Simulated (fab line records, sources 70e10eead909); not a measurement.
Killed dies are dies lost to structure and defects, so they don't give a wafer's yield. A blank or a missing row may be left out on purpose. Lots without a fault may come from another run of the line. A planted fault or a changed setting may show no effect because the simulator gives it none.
fab line records | flow nand_harc
record lots=24 wafers=72 last_day=33
route steps=1302 shown A_STAIRCASE@704
lots that met no fault: from a run of the same line without faults
start_h: hours from the record's first day to the start of the lot's first wafer shown | wait_h: hours since the lot's step before | " the same as in the row above | L1.1+2: a row that stands for several wafers | - no value, or no start given | * or withheld: withheld | < > ~ a bound
route shown NAME@n: a module of which the file shows steps, and the number in the route of the first | usual: mean/standard deviation of fault-free wafers | same: alike in all rows | chamber/n: place in a boat | sites: the reading at each site | _std_site: their standard deviation | _edge_site: outer sites' mean less inner sites' | radius_mm: how far each site lies from the wafer's centre | mask NAME#n: copy n | behind: the tool/chamber that last shaped the wafer | hold: why the lot was held/for how many hours/how that ended | device: the transistor (n, p or np) that didn't switch | end of line: the same wafers' tests at the end of the route | a step without rows: its recipe alone | killed: dies lost to structure and defects at the first sort, not the wafer's yield | map: a wafer's dies, x killed, . not, _ none there
set.NAME: the setting as run; set.NAME@STEP: as run at that earlier step | model.NAME: the simulator's own value behind a step, which no gauge read
steps of the route over a sample of lots; a table a step, a row a wafer
services: from which hour (start_h, from the record's first day; less than 0 if before it) a tool's chamber was out of use, for how many hours, and why
## steps
# step NHARC_A_STAIRCASE_ETCH_190
# recipe target_depth_a=1000 time_s=40.5 ion_energy_ev=400 c4f8_flow_sccm=20 o2_flow_sccm=10 ar_flow_sccm=withheld rf_w=600 bias_w=1000 chemistry=C4F8/O2
# usual oes_product_au=0.942/0.011 rf_vpp_V=897/6.1
# columns lot.wafer tool chamber start_h wait_h oes_product_au rf_hours_counter_h rf_vpp_V
L074.2 rie_diel-12 3 - - 0.933 27 905
L074.3 " 0 " " 0.939 25 890
L074.6 " 0 " " 0.941 - 891
L076.2 rie_diel-12 2 - - 0.935 29 891
L076.4 " 1 " " 0.926 34 904
L076.6 " 3 " " 0.929 - 904
L075.2 rie_diel-13 0 - - 0.946 7 895
L075.3 " 3 " " 0.948 9 891
L075.5 " 1 " " 0.947 - 899
L077.2 rie_diel-12 2 - - 0.949 34 891
L077.5 " 0 " " 0.931 - 891
L077.4 " 2 " " 0.943 - 892
L079.3 rie_diel-12 3 - - 0.934 34 903
L079.6 " 3 " " 0.932 - 903
L079.5 " 0 " " 0.932 - 890
L078.2 rie_diel-12 1 - - 0.927 48 904
L078.5 " 3 " " 0.926 - 904
L078.6 " 0 " " 0.929 - 891
L080.4 rie_diel-12 0 - - 0.947 41 891
L080.1 " 1 " " 0.945 49 904
L080.2 " 3 " " 0.959 37 904
L081.2 rie_diel-12 1 - - 0.943 56 904
L081.3 " 3 " " 0.937 43 904
L081.5 " 0 " " 0.949 - 893
L082.2 rie_diel-13 2 - - 0.940 32 902
L082.4 " 1 " " 0.948 28 898
L082.6 " 2 " " 0.946 - 904
L083.1 rie_diel-01 0 - - 0.948 24 891
L083.2 " 3 " " 0.960 18 891
L083.6 " 1 " " 0.935 - 904
L084.4 rie_diel-13 2 - - 0.932 40 903
L084.5 " 2 " " 0.920 - 905
L084.6 " 3 " " 0.937 - 890
L086.2 rie_diel-12 0 - - 0.949 5 891
L086.5 " 1 " " 0.934 - 903
L086.6 " 2 " " 0.941 - 891
L085.2 rie_diel-13 1 - - 0.945 40 897
L085.6 " 2 " " 0.947 - 902
L085.5 " 3 " " 0.941 - 889
L087.2 rie_diel-01 1 - - 0.934 36 904
L087.6 " 1 " " 0.941 - 903
L087.5 " 2 " " 0.931 - 897
L088.1 rie_diel-12 0 - - 0.955 16 889
L088.4 " 1 " " 0.959 14 903
L088.6 " 0 " " 0.954 - 890
L089.2 rie_diel-01 0 - - 0.960 38 892
L089.1 " 1 " " 0.954 39 905
L089.5 " 3 " " 0.978 - 889
L090.3 rie_diel-12 2 - - 0.947 17 890
L090.4 " 3 " " 0.954 19 904
L090.6 " 0 " " 0.948 - 891
L091.1 rie_diel-01 2 - - 0.939 54 896
L091.3 " 3 " " 0.948 48 888
L091.6 " 1 " " 0.939 - 903
L092.1 rie_diel-12 0 - - 0.953 29 890
L092.4 " 2 " " 0.958 24 889
L092.6 " 1 " " 0.963 - 904
L093.2 rie_diel-01 2 - - 0.944 56 897
L093.1 " 0 " " 0.937 53 892
L093.6 " 2 " " 0.951 - 896
L094.1 rie_diel-13 2 - - 0.928 7 903
L094.2 " 0 " " 0.921 9 895
L094.6 " 1 " " 0.939 - 899
L095.4 rie_diel-13 2 - - 0.939 16 902
L095.2 " 0 " " 0.930 18 894
L095.5 " 1 " " 0.934 - 898
L097.3 rie_diel-13 1 - - 0.929 19 897
L097.1 " 2 " " 0.941 19 902
L097.6 " 1 " " 0.935 - 897
L096.4 rie_diel-12 1 - - 0.936 39 903
L096.2 " 3 " " 0.946 40 903
L096.3 " 0 " " 0.938 44 891
# step NHARC_A_STAIRCASE_TRIM_191
# recipe time_s=211.2 o2_flow_sccm=500 ar_flow_sccm=0 bias_w=0 chemistry=O2
# usual drypump_motor_current_A=5.7/0.37 mfc_ar_sccm=0.013/0.013 oes_product_au=0.998/0.0075 rf_vpp_V=57.9/0.98 showerhead_plenum_p_Torr=3.55/0.17 throttle_valve_pct=17.037/0.01
# columns lot.wafer tool chamber start_h wait_h drypump_motor_current_A mfc_ar_sccm oes_product_au rf_hours_counter_h rf_vpp_V showerhead_plenum_p_Torr throttle_valve_pct
L074.2 rie_diel-12 0 - - 5.6 0.020 1.007 25 57.7 3.39 17.028
L074.3 " 1 " " 5.7 0.033 0.987 31 58.0 3.76 17.038
L074.6 " 0 " " 5.6 0.020 0.999 - 57.2 3.39 17.045
L076.2 rie_diel-12 1 - - 5.7 0.033 0.995 35 59.3 3.76 17.050
L076.4 " 2 " " 5.8 0 1.003 29 58.0 3.39 17.035
L076.6 " 3 " " 5.0 0 0.998 - 57.3 3.76 17.034
L075.2 rie_diel-13 3 - - 5.9 0.016 0.994 9 57.3 3.38 17.024
L075.3 " 0 " " 6.4 0 0.985 7 57.1 3.51 17.034
L075.5 " 3 " " 5.9 0.016 0.989 - 58.0 3.38 17.033
L077.2 rie_diel-12 1 - - 5.7 0.033 0.990 40 57.4 3.76 17.051
L077.5 " 0 " " 5.7 0.020 1.005 - 58.2 3.39 17.042
L077.4 " 1 " " 5.7 0.033 1.000 - 58.5 3.76 17.026
L079.3 rie_diel-12 0 - - 5.6 0.020 1.004 39 56.6 3.39 17.052
L079.6 " 2 " " 5.8 0 0.998 - 57.4 3.38 17.022
L079.5 " 3 " " 5.0 0 1.002 - 58.6 3.76 17.041
L078.2 rie_diel-12 2 - - 5.9 0 1.001 43 58.2 3.38 17.038
L078.6 " 2 " " 5.9 0 0.997 - 58.2 3.38 17.049
L078.5 " 3 " " 5.0 0 1.003 - 58.5 3.76 17.024
L080.2 rie_diel-12 1 - - 5.7 0.033 1.001 49 58.9 3.75 17.036
L080.4 " 3 " " 5.0 0 0.980 37 58.5 3.76 17.048
L080.1 " 0 " " 5.6 0.020 0.993 41 56.6 3.39 17.051
L081.3 rie_diel-12 3 - - 5.0 0 0.997 43 57.0 3.75 17.037
L081.2 " 0 " " 5.7 0.020 1.005 45 56.7 3.38 17.038
L081.5 " 2 " " 5.9 0 1.012 - 58.3 3.37 17.045
L082.4 rie_diel-13 0 - - 6.3 0 0.988 29 56.7 3.50 17.042
L082.2 " 3 " " 5.9 0.016 0.985 33 58.3 3.37 17.026
L082.6 " 0 " " 6.4 0 0.982 - 57.7 3.50 17.032
L083.1 rie_diel-01 0 - - 5.6 0.024 0.998 24 57.9 3.44 17.026
L083.2 " 1 " " 5.4 0 1.010 25 59.6 3.76 17.029
L083.6 " 0 " " 5.6 0.024 1.007 - 58.1 3.44 17.036
L084.4 rie_diel-13 2 - - 6.0 0.023 0.998 40 58.8 3.72 17.034
L084.6 " 1 " " 5.3 0 0.996 - 58.5 3.62 17.022
L084.5 " 2 " " 6.0 0.023 1.001 - 58.5 3.72 17.032
L086.2 rie_diel-12 1 - - 5.7 0.033 0.999 5 56.4 3.74 17.040
L086.5 " 3 " " 5.0 0 1.004 - 59.4 3.75 17.040
L086.6 " 0 " " 5.7 0.020 0.995 - 57.1 3.38 17.041
L085.2 rie_diel-13 2 - - 6.0 0.023 1.000 43 58.9 3.72 17.062
L085.6 " 2 " " 6.0 0.023 0.987 - 58.2 3.72 17.040
L085.5 " 3 " " 5.9 0.016 1.008 - 57.1 3.36 17.043
L087.2 rie_diel-01 0 - - 5.6 0.024 1.007 36 57.6 3.43 17.048
L087.6 " 1 " " 5.4 0 1.012 - 59.4 3.75 17.022
L087.5 " 2 " " 6.1 0.029 0.996 - 58.1 3.55 17.045
L088.1 rie_diel-12 1 - - 5.7 0.033 1.005 14 57.6 3.74 17.029
L088.4 " 2 " " 5.9 0 0.993 13 57.0 3.36 17.047
L088.6 " 0 " " 5.6 0.020 1.001 - 58.0 3.37 17.049
L089.2 rie_diel-01 3 - - 5.7 0.007 1.006 34 58.0 3.36 17.036
L089.1 " 1 " " 5.4 0 0.989 39 57.0 3.75 17.034
L089.5 " 3 " " 5.7 0.007 1.003 - 57.8 3.36 17.048
L090.3 rie_diel-12 3 - - 5.0 0 0.996 19 58.3 3.74 17.032
L090.4 " 2 " " 5.8 0 0.997 17 56.7 3.36 17.033
L090.6 " 3 " " 5.0 0 1.004 - 61.6 3.74 17.025
L091.1 rie_diel-01 0 - - 5.6 0.024 0.994 51 55.9 3.42 17.034
L091.3 " 2 " " 6.1 0.029 0.992 54 57.7 3.54 17.019
L091.6 " 0 " " 5.6 0.024 0.993 - 56.9 3.42 17.013
L092.1 rie_diel-12 3 - - 5.0 0 1.008 26 57.8 3.74 17.031
L092.4 " 1 " " 5.7 0.033 1.009 24 58.0 3.73 17.039
L092.6 " 0 " " 5.6 0.020 1.008 - 57.1 3.37 17.038
L093.2 rie_diel-01 1 - - 5.4 0 1.000 59 58.1 3.74 17.042
L093.1 " 2 " " 6.1 0.029 1.004 56 58.8 3.54 17.031
L093.6 " 1 " " 5.4 0 0.997 - 58.0 3.74 17.049
L094.1 rie_diel-13 0 - - 6.4 0 0.990 9 56.1 3.48 17.046
L094.2 " 1 " " 5.3 0 0.994 7 57.1 3.60 17.012
L094.6 " 2 " " 6.0 0.023 0.985 - 59.5 3.71 17.036
L095.2 rie_diel-13 3 - - 5.8 0.016 0.997 18 57.5 3.34 17.033
L095.4 " 1 " " 5.3 0 1.003 16 58.7 3.60 17.032
L095.5 " 0 " " 6.4 0 0.996 - 58.3 3.47 17.035
L096.2 rie_diel-12 2 - - 5.8 0 1.012 39 58.0 3.35 17.045
L096.4 " 3 " " 5.0 0 0.998 40 57.7 3.73 17.052
L096.3 " 1 " " 5.7 0.033 0.983 39 58.1 3.72 17.044
L097.1 rie_diel-13 1 - - 5.2 0 0.990 19 59.1 3.59 17.031
L097.3 " 2 " " 6.0 0.023 0.991 19 56.8 3.70 17.036
L097.6 " 0 " " 6.4 0 0.996 - 58.3 3.47 17.044
# step NHARC_A_STAIRCASE_ETCH_227
# recipe target_depth_a=1000 time_s=40.5 ion_energy_ev=400 c4f8_flow_sccm=20 o2_flow_sccm=10 ar_flow_sccm=withheld rf_w=600 bias_w=1000 chemistry=C4F8/O2
# usual oes_product_au=0.940/0.0095 rf_vpp_V=896/6
# columns lot.wafer tool chamber start_h wait_h oes_product_au rf_hours_counter_h rf_vpp_V
L074.3 rie_diel-12 3 - - 0.923 30 906
L074.2 " 0 " " 0.911 27 892
L074.6 " 2 " " 0.936 - 891
L076.2 rie_diel-01 2 - - 0.961 59 899
L076.4 " 1 " " 0.949 59 904
L076.6 " 2 " " 0.958 - 898
L075.2 rie_diel-01 2 - - 0.945 59 897
L075.3 " 3 " " 0.960 52 892
L075.5 " 0 " " 0.957 - 893
L077.2 rie_diel-12 0 - - 0.928 36 892
L077.5 " 2 " " 0.938 - 891
L077.4 " 0 " " 0.938 - 892
L079.3 rie_diel-13 2 - - 0.939 25 905
L079.5 " 0 " " 0.934 - 895
L079.6 " 1 " " 0.954 - 899
L078.2 rie_diel-12 3 - - 0.927 37 905
L078.6 " 2 " " 0.940 - 891
L078.5 " 3 " " 0.935 - 902
L080.2 rie_diel-13 3 - - 0.959 28 890
L080.4 " 1 " " 0.941 25 899
L080.1 " 2 " " 0.938 27 902
L081.3 rie_diel-12 3 - - 0.937 43 903
L081.2 " 0 " " 0.935 46 891
L081.5 " 2 " " 0.931 - 890
L082.4 rie_diel-12 2 - - 0.944 54 890
L082.2 " 1 " " 0.947 58 903
L082.6 " 3 " " 0.942 - 904
L083.1 rie_diel-13 1 - - 0.928 37 899
L083.2 " 3 " " 0.939 38 889
L083.6 " 0 " " 0.929 - 895
L084.4 rie_diel-01 3 - - 0.934 23 889
L084.6 " 1 " " 0.944 - 904
L084.5 " 2 " " 0.936 - 897
L086.2 rie_diel-12 0 - - 0.943 7 890
L086.6 " 0 " " 0.943 - 890
L086.5 " 1 " " 0.933 - 902
L085.2 rie_diel-01 2 - - 0.937 26 896
L085.6 " 2 " " 0.924 - 897
L085.5 " 3 " " 0.953 - 890
L087.2 rie_diel-01 3 - - 0.958 32 888
L087.6 " 0 " " 0.942 - 893
L087.5 " 1 " " 0.918 - 904
L088.1 rie_diel-01 0 - - 0.941 40 891
L088.4 " 2 " " 0.927 36 896
L088.6 " 3 " " 0.946 - 890
L089.1 rie_diel-12 2 - - 0.938 15 890
L089.2 " 0 " " 0.939 18 890
L089.5 " 0 " " 0.941 - 891
L090.4 rie_diel-12 0 - - 0.953 21 891
L090.3 " 1 " " 0.956 17 904
L090.6 " 3 " " 0.948 - 905
L091.3 rie_diel-12 2 - - 0.936 23 890
L091.1 " 3 " " 0.939 25 903
L091.6 " 0 " " 0.936 - 889
L092.1 rie_diel-12 0 - - 0.936 31 893
L092.4 " 2 " " 0.950 25 889
L092.6 " 3 " " 0.941 - 903
L093.1 rie_diel-01 0 - - 0.942 55 893
L093.2 " 1 " " 0.939 61 905
L093.6 " 0 " " 0.938 - 892
L094.2 rie_diel-12 0 - - 0.944 33 890
L094.1 " 3 " " 0.954 30 902
L094.6 " 1 " " 0.948 - 903
L095.2 rie_diel-01 0 - - 0.941 3 891
L095.4 " 1 " " 0.940 3 902
L095.5 " 3 " " 0.949 - 891
L097.1 rie_diel-13 1 - - 0.940 20 897
L097.3 " 0 " " 0.936 22 894
L097.6 " 2 " " 0.945 - 902
L096.4 rie_diel-01 1 - - 0.957 6 904
L096.3 " 3 " " 0.948 8 888
L096.2 " 0 " " 0.948 6 892
# step NHARC_A_STAIRCASE_ETCH_234
# recipe target_depth_a=1000 time_s=40.5 ion_energy_ev=400 c4f8_flow_sccm=20 o2_flow_sccm=10 ar_flow_sccm=withheld rf_w=600 bias_w=1000 chemistry=C4F8/O2
# usual oes_product_au=0.942/0.01 rf_vpp_V=896/5.8
# columns lot.wafer tool chamber start_h wait_h oes_product_au rf_hours_counter_h rf_vpp_V
L074.3 rie_diel-12 2 - - 0.948 30 891
L074.2 " 3 " " 0.933 31 904
L074.6 " 3 " " 0.920 - 903
L075.2 rie_diel-12 2 - - 0.938 31 890
L075.3 " 0 " " 0.952 29 892
L075.5 " 3 " " 0.936 - 903
L076.2 rie_diel-13 1 - - 0.926 12 900
L076.4 " 2 " " 0.922 14 903
L076.6 " 2 " " 0.922 - 905
L077.4 rie_diel-01 3 - - 0.967 0 890
L077.2 " 2 " " 0.941 0 898
L077.5 " 0 " " 0.958 - 894
L079.3 rie_diel-13 1 - - 0.931 23 900
L079.6 " 0 " " 0.923 - 894
L079.5 " 1 " " 0.932 - 899
L078.2 rie_diel-13 1 - - 0.946 24 899
L078.6 " 0 " " 0.925 - 896
L078.5 " 1 " " 0.939 - 900
L080.2 rie_diel-13 0 - - 0.932 26 894
L080.1 " 1 " " 0.938 26 900
L080.4 " 2 " " 0.937 28 904
L081.3 rie_diel-12 3 - - 0.941 44 904
L081.2 " 2 " " 0.941 53 890
L081.5 " 3 " " 0.930 - 904
L082.2 rie_diel-13 2 - - 0.938 33 903
L082.4 " 3 " " 0.948 34 890
L082.6 " 3 " " 0.956 - 887
L083.2 rie_diel-13 2 - - 0.934 40 904
L083.1 " 3 " " 0.940 39 890
L083.6 " 3 " " 0.938 - 890
L084.4 rie_diel-01 3 - - 0.950 23 889
L084.6 " 0 " " 0.938 - 893
L084.5 " 1 " " 0.933 - 903
L086.2 rie_diel-12 0 - - 0.938 7 891
L086.6 " 1 " " 0.949 - 904
L086.5 " 2 " " 0.944 - 891
L085.2 rie_diel-12 0 - - 0.948 8 890
L085.6 " 2 " " 0.950 - 891
L085.5 " 3 " " 0.941 - 905
L087.2 rie_diel-12 1 - - 0.944 13 903
L087.5 " 2 " " 0.960 - 890
L087.6 " 3 " " 0.955 - 904
L088.4 rie_diel-01 3 - - 0.954 35 890
L088.1 " 1 " " 0.936 41 902
L088.6 " 2 " " 0.931 - 896
L089.1 rie_diel-12 0 - - 0.951 18 891
L089.2 " 2 " " 0.942 15 890
L089.5 " 2 " " 0.940 - 890
L090.3 rie_diel-13 3 - - 0.940 56 890
L090.4 " 0 " " 0.939 60 895
L090.6 " 1 " " 0.943 - 899
L091.1 rie_diel-12 3 - - 0.948 26 903
L091.3 " 2 " " 0.946 24 891
L091.6 " 0 " " 0.950 - 888
L092.4 rie_diel-12 2 - - 0.931 26 891
L092.1 " 0 " " 0.943 31 889
L092.6 " 2 " " 0.935 - 890
L093.1 rie_diel-13 1 - - 0.929 5 898
L093.2 " 3 " " 0.923 7 891
L093.6 " 1 " " 0.947 - 899
L094.1 rie_diel-01 2 - - 0.949 61 897
L094.2 " 3 " " 0.961 56 891
L094.6 " 2 " " 0.948 - 897
L095.2 rie_diel-12 3 - - 0.947 37 903
L095.4 " 1 " " 0.945 36 902
L095.5 " 3 " " 0.942 - 903
L097.3 rie_diel-13 1 - - 0.954 20 898
L097.1 " 3 " " 0.952 22 891
L097.6 " 2 " " 0.944 - 901
L096.3 rie_diel-01 3 - - 0.947 9 889
L096.4 " 1 " " 0.943 6 903
L096.2 " 2 " " 0.937 9 897
# step NHARC_A_STAIRCASE_DESCUM_252
# recipe time_s=3 o2_flow_sccm=200 ar_flow_sccm=0 bias_power_w=0 chemistry=O2
# usual drypump_motor_current_A=5.7/0.35 mfc_ar_sccm=0.013/0.013 oes_product_au=0.998/0.0072 rf_vpp_V=57.8/0.89 showerhead_plenum_p_Torr=1.93/0.095 throttle_valve_pct=11.311/0.0089
# columns lot.wafer tool chamber start_h wait_h drypump_motor_current_A mfc_ar_sccm oes_product_au rf_hours_counter_h rf_vpp_V showerhead_plenum_p_Torr throttle_valve_pct
L074.2 rie_diel-12 1 374.15 - 5.7 0.033 1.001 35 58.9 2.05 11.309
L074.3 " 0 " " 5.6 0.020 1.001 28 58.0 1.84 11.318
L074.6 " 2 " " 5.8 0 1.002 - 58.0 1.83 11.305
L075.2 rie_diel-13 3 380.68 - 5.8 0.016 0.992 13 57.2 1.83 11.299
L075.3 " 0 " " 6.4 0 0.988 12 57.0 1.90 11.301
L075.5 " 0 " " 6.3 0 0.991 - 58.0 1.90 11.317
L076.2 rie_diel-01 3 381.65 - 5.8 0.007 1.007 52 58.2 1.82 11.297
L076.4 " 1 " " 5.4 0 1.002 59 58.7 2.06 11.297
L076.6 " 3 " " 5.8 0.007 1.022 - 56.8 1.82 11.309
L077.4 rie_diel-13 3 397.53 - 5.9 0.016 0.997 22 58.2 1.82 11.313
L077.2 " 1 " " 5.2 0 1.000 17 57.1 1.97 11.314
L077.5 " 3 " " 5.8 0.016 0.992 - 58.2 1.82 11.317
L079.3 rie_diel-12 1 414.18 - 5.7 0.033 0.998 49 57.9 2.04 11.302
L079.6 " 0 " " 5.6 0.020 1.004 - 57.6 1.83 11.314
L079.5 " 1 " " 5.7 0.033 1.007 - 56.9 2.04 11.304
L078.2 rie_diel-12 0 414.62 - 5.6 0.020 1.007 41 57.7 1.83 11.325
L078.5 " 1 " " 5.7 0.033 0.993 - 56.6 2.04 11.303
L078.6 " 2 " " 5.9 0 1.000 - 57.9 1.83 11.311
L080.1 rie_diel-13 2 423.91 - 6.0 0.023 0.989 28 57.0 2.03 11.329
L080.4 " 3 " " 5.8 0.016 1.001 28 57.7 1.82 11.299
L080.2 " 1 " " 5.2 0 1.003 26 57.8 1.97 11.306
L081.2 rie_diel-01 2 439.85 - 6.1 0.029 1.000 14 58.9 1.93 11.319
L081.3 " 0 " " 5.6 0.024 0.980 13 58.7 1.86 11.304
L081.5 " 2 " " 6.0 0.029 0.991 - 56.5 1.93 11.310
L082.4 rie_diel-13 2 446.82 - 6.0 0.023 0.983 34 57.9 2.03 11.318
L082.2 " 3 " " 5.9 0.016 0.999 34 56.8 1.82 11.325
L082.6 " 1 " " 5.2 0 1.001 - 57.1 1.97 11.314
L083.1 rie_diel-12 2 462.88 - 5.8 0 0.997 3 58.6 1.82 11.310
L083.2 " 0 " " 5.6 0.020 1.014 5 57.2 1.83 11.317
L083.6 " 1 " " 5.7 0.033 1.005 - 59.1 2.04 11.303
L084.4 rie_diel-12 0 467.40 - 5.6 0.020 1.009 7 58.2 1.83 11.291
L084.5 " 2 " " 5.8 0 1.002 - 57.2 1.82 11.298
L084.6 " 3 " " 5.0 0 0.992 - 57.3 2.04 11.307
L086.2 rie_diel-12 1 470.67 - 5.7 0.033 0.988 8 59.7 2.04 11.313
L086.6 " 1 " " 5.7 0.033 0.994 - 58.4 2.04 11.303
L086.5 " 2 " " 5.9 0 0.997 - 56.0 1.82 11.325
L085.2 rie_diel-12 1 474.41 - 5.7 0.033 0.994 8 58.7 2.04 11.326
L085.6 " 2 " " 5.9 0 0.995 - 58.1 1.82 11.315
L085.5 " 3 " " 5.0 0 0.989 - 59.1 2.04 11.300
L087.2 rie_diel-12 1 497.16 - 5.7 0.033 1.008 13 57.5 2.04 11.286
L087.5 " 3 " " 5.0 0 1.001 - 58.0 2.04 11.312
L087.6 " 0 " " 5.6 0.020 1.004 - 56.8 1.82 11.317
L088.1 rie_diel-01 1 509.66 - 5.4 0 0.990 41 57.7 2.04 11.320
L088.4 " 3 " " 5.8 0.007 1.013 35 58.0 1.81 11.318
L088.6 " 1 " " 5.4 0 0.999 - 58.6 2.04 11.311
L089.2 rie_diel-13 1 510.55 - 5.3 0 1.002 52 58.1 1.96 11.319
L089.1 " 2 " " 6.0 0.023 0.987 54 58.4 2.02 11.313
L089.5 " 2 " " 6.0 0.023 1.000 - 58.3 2.02 11.310
L090.4 rie_diel-01 1 521.51 - 5.4 0 0.985 46 56.8 2.04 11.297
L090.3 " 2 " " 6.1 0.029 0.995 43 59.0 1.92 11.319
L090.6 " 1 " " 5.4 0 0.990 - 58.1 2.04 11.312
L091.1 rie_diel-13 3 544.10 - 5.8 0.016 0.996 6 57.1 1.81 11.309
L091.3 " 0 " " 6.4 0 0.996 6 57.8 1.88 11.308
L091.6 " 2 " " 6.0 0.023 0.998 - 57.8 2.02 11.302
L092.4 rie_diel-01 1 551.22 - 5.4 0 1.004 62 58.6 2.04 11.320
L092.1 " 0 " " 5.6 0.024 0.984 56 57.0 1.85 11.327
L092.6 " 1 " " 5.4 0 0.993 - 59.3 2.04 11.328
L093.1 rie_diel-01 2 553.88 - 6.0 0.029 0.998 59 56.7 1.92 11.312
L093.2 " 0 " " 5.6 0.024 0.998 57 57.8 1.85 11.320
L093.6 " 1 " " 5.4 0 0.999 - 57.6 2.04 11.307
L094.2 rie_diel-12 3 561.06 - 5.0 0 1.009 30 58.8 2.03 11.303
L094.1 " 0 " " 5.6 0.020 1.006 33 57.4 1.82 11.316
L094.6 " 2 " " 5.9 0 1.011 - 57.8 1.81 11.303
L095.2 rie_diel-13 2 580.49 - 6.0 0.023 0.990 17 57.9 2.01 11.299
L095.4 " 3 " " 5.8 0.016 0.997 19 56.8 1.81 11.322
L095.5 " 3 " " 5.8 0.016 1.001 - 56.3 1.81 11.323
L097.3 rie_diel-01 1 595.38 - 5.4 0 0.997 7 58.6 2.03 11.317
L097.1 " 0 " " 5.6 0.024 0.993 6 57.6 1.85 11.297
L097.6 " 2 " " 6.1 0.029 0.994 - 57.2 1.92 11.311
L096.3 rie_diel-12 0 596.51 - 5.6 0.020 1.008 47 57.0 1.81 11.314
L096.2 " 2 " " 5.8 0 1.006 41 57.1 1.81 11.305
L096.4 " 3 " " 5.0 0 1.007 44 57.3 2.03 11.296
# step NHARC_A_STAIRCASE_ETCH_273
# recipe target_depth_a=1.02e+05 time_s=2468.6 ion_energy_ev=800 c4f8_flow_sccm=80 o2_flow_sccm=60 ar_flow_sccm=withheld rf_w=600 bias_w=3000 chemistry=C4F8/O2/Ar
# usual oes_product_au=0.933/0.013 rf_vpp_V=1828/11
# columns lot.wafer tool chamber start_h wait_h oes_product_au rf_hours_counter_h rf_vpp_V
L074.3 rie_diel-13 0 - - 0.917 13 1826
L074.2 " 1 " " 0.934 14 1834
L074.6 " 3 " " 0.936 - 1815
L075.3 rie_diel-13 3 - - 0.938 16 1816
L075.2 " 1 " " 0.933 15 1834
L075.5 " 3 " " 0.943 - 1815
L076.2 rie_diel-12 1 - - 0.927 41 1843
L076.6 " 2 " " 0.920 - 1816
L076.4 " 0 " " 0.931 - 1817
L077.4 rie_diel-12 3 - - 0.922 34 1843
L077.2 " 1 " " 0.919 47 1844
L077.5 " 2 " " 0.927 - 1814
L079.3 rie_diel-01 0 - - 0.920 7 1820
L079.6 " 0 " " 0.936 - 1820
L079.5 " 1 " " 0.923 - 1845
L078.2 rie_diel-12 0 - - 0.935 42 1816
L078.6 " 1 " " 0.931 - 1841
L078.5 " 2 " " 0.920 - 1817
L080.2 rie_diel-12 2 - - 0.925 50 1816
L080.1 " 3 " " 0.925 41 1843
L080.4 " 0 " " 0.924 45 1816
L081.2 rie_diel-01 0 - - 0.935 17 1822
L081.3 " 3 " " 0.933 15 1816
L081.5 " 0 " " 0.923 - 1821
L082.2 rie_diel-13 0 - - 0.924 34 1825
L082.4 " 3 " " 0.918 37 1815
L082.6 " 1 " " 0.929 - 1834
L083.1 rie_diel-13 1 - - 0.944 40 1835
L083.2 " 2 " " 0.929 43 1841
L083.6 " 0 " " 0.919 - 1824
L084.4 rie_diel-12 1 - - 0.944 8 1842
L084.6 " 3 " " 0.943 - 1843
L084.5 " 0 " " 0.937 - 1816
L086.2 rie_diel-13 1 - - 0.928 42 1834
L086.6 " 2 " " 0.952 - 1842
L086.5 " 3 " " 0.926 - 1816
L085.2 rie_diel-12 0 - - 0.930 10 1816
L085.5 " 3 " " 0.917 - 1844
L085.6 " 0 " " 0.919 - 1816
L087.2 rie_diel-01 1 - - 0.940 38 1843
L087.5 " 1 " " 0.951 - 1844
L087.6 " 2 " " 0.934 - 1828
L088.1 rie_diel-01 0 - - 0.940 43 1820
L088.4 " 2 " " 0.939 41 1828
L088.6 " 1 " " 0.943 - 1842
L089.2 rie_diel-13 0 - - 0.921 59 1823
L089.1 " 1 " " 0.930 57 1833
L089.5 " 0 " " 0.939 - 1823
L090.3 rie_diel-01 1 - - 0.927 56 1843
L090.4 " 3 " " 0.933 47 1815
L090.6 " 1 " " 0.931 - 1843
L091.1 rie_diel-13 2 - - 0.918 6 1839
L091.3 " 0 " " 0.918 8 1823
L091.6 " 2 " " 0.925 - 1839
L092.4 rie_diel-01 2 - - 0.974 60 1829
L092.1 " 3 " " 0.976 54 1813
L092.6 " 3 " " 0.977 - 1813
L093.2 rie_diel-13 1 - - 0.929 9 1833
L093.1 " 2 " " 0.925 9 1840
L093.6 " 1 " " 0.921 - 1832
L094.2 rie_diel-13 2 - - 0.933 13 1840
L094.1 " 0 " " 0.936 15 1823
L094.6 " 3 " " 0.946 - 1815
L095.4 rie_diel-13 1 - - 0.939 18 1834
L095.2 " 0 " " 0.932 20 1824
L095.5 " 2 " " 0.943 - 1840
L097.1 rie_diel-13 3 - - 0.943 25 1813
L097.3 " 0 " " 0.943 27 1822
L097.6 " 0 " " 0.940 - 1824
L096.3 rie_diel-01 3 - - 0.947 10 1813
L096.4 " 0 " " 0.947 8 1818
L096.2 " 1 " " 0.935 8 1841
## services
# columns tool chamber start_h hours kind
rie_diel-13 - 344.48 9.0 pm
rie_diel-12 0 351.65 - clean
rie_diel-12 1 351.65 - clean
rie_diel-12 2 351.65 - clean
rie_diel-12 3 351.65 - clean
rie_diel-12 0 351.70 2.4 repair
rie_diel-12 2 353.93 14.2 repair
rie_diel-01 - 375.63 1.0 repair
rie_diel-12 0 376.15 - clean
rie_diel-12 1 376.15 - clean
rie_diel-12 2 376.15 - clean
rie_diel-12 3 376.15 - clean
rie_diel-12 3 383.32 14.3 repair
rie_diel-01 - 383.76 9.0 pm
rie_diel-12 0 400.65 - clean
rie_diel-12 - 445.52 9.0 pm
rie_diel-01 - 465.49 3.2 repair
rie_diel-13 2 474.44 1.7 repair
rie_diel-13 3 502.52 9.6 repair
rie_diel-12 1 503.09 6.9 repair
rie_diel-13 - 521.48 9.0 pm
rie_diel-12 2 533.18 1.2 repair
rie_diel-01 - 555.21 0.2 repair
rie_diel-01 - 560.76 9.0 pm
## key
fault none
